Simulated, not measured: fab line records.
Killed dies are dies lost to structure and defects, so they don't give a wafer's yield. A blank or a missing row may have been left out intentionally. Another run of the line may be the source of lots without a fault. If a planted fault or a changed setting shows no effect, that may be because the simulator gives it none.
Chamber matching ; flow n5-finfet ; N5_BEOL_M3_ALD_84 on ald-metal-04: 4 sister chambers
The step deposits TaN, pulse time 2 s, purge time 3 s, co reactant purge time 2 s. 22 wafers are shown with their chamber, then 11 later ones without.

WAFERS PAIRED WITH THEIR CHAMBERS
wafer;chamber;heater-power-w (W);chamber-pressure-Torr (Torr)
L075.2;0;414;2.990
L075.4;3;448;2.990
L075.6;1;441;2.994
L077.1;1;440;2.996
L077.2;0;403;3.004
L077.5;0;399;3.002
L079.1;0;396;2.978
L079.4;3;433;2.997
L079.5;0;405;2.995
L081.2;0;405;2.995
L081.4;2;453;3.009
L081.6;3;434;3.002
L082.1;3;439;3.001
L082.2;2;456;3.002
L082.6;3;438;2.997
L087.1;0;400;2.989
L087.4;1;437;2.997
L087.6;0;403;2.995
L089.2;1;435;3.001
L089.5;1;441;3.001
L089.6;2;463;2.987
L090.2;0;404;2.993

SIGNATURES, as means of the wafers listed above
reading;chamber 0;chamber 1;chamber 2;chamber 3;scatter within a chamber
heater-power-w;403.22;438.80;457.33;438.40;4.87
chamber-pressure-Torr;2.99344;2.99780;2.99933;2.99740;0.00684
Rule: for a wafer and a chamber, the distance is found by dividing, reading by reading, the gap between the wafer's reading and the chamber's mean by the reading's scatter, squaring, summing and taking the root. If the next closest chamber is less than 2 further off than the closest, the wafer can't be placed; otherwise it belongs to the closest. The scatter is the square root of a quotient: the sum, over the shown wafers, of each reading's squared deviation from its chamber's mean, divided by wafers minus chambers.

WAFERS WHOSE CHAMBER IS MISSING
wafer;heater-power-w (W);chamber-pressure-Torr (Torr)
L090.5;445;2.999
L090.6;402;3.002
L094.1;445;2.994
L094.3;406;3.003
L094.5;443;3.009
L096.3;445;2.993
L096.5;430;2.997
L096.6;462;3.003
L097.1;397;3.018
L097.2;440;3.000
L097.6;447;2.998

EACH ONE'S CHAMBER
wafer;from the rows above;in truth
L090.5;can't be placed: 1 or 3 or 2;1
L090.6;0;0
L094.1;can't be placed: 1 or 3 or 2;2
L094.3;0;0
L094.5;can't be placed: 1 or 3 or 2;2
L096.3;can't be placed: 1 or 3 or 2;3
L096.5;can't be placed: 3 or 1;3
L096.6;2;2
L097.1;0;0
L097.2;can't be placed: 1 or 3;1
L097.6;can't be placed: 1 or 3 or 2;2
Correct placement for 4 of the 11. From these rows, 7 cannot be placed; in 7 the true chamber is one of the candidates. Placed wrongly: 0.
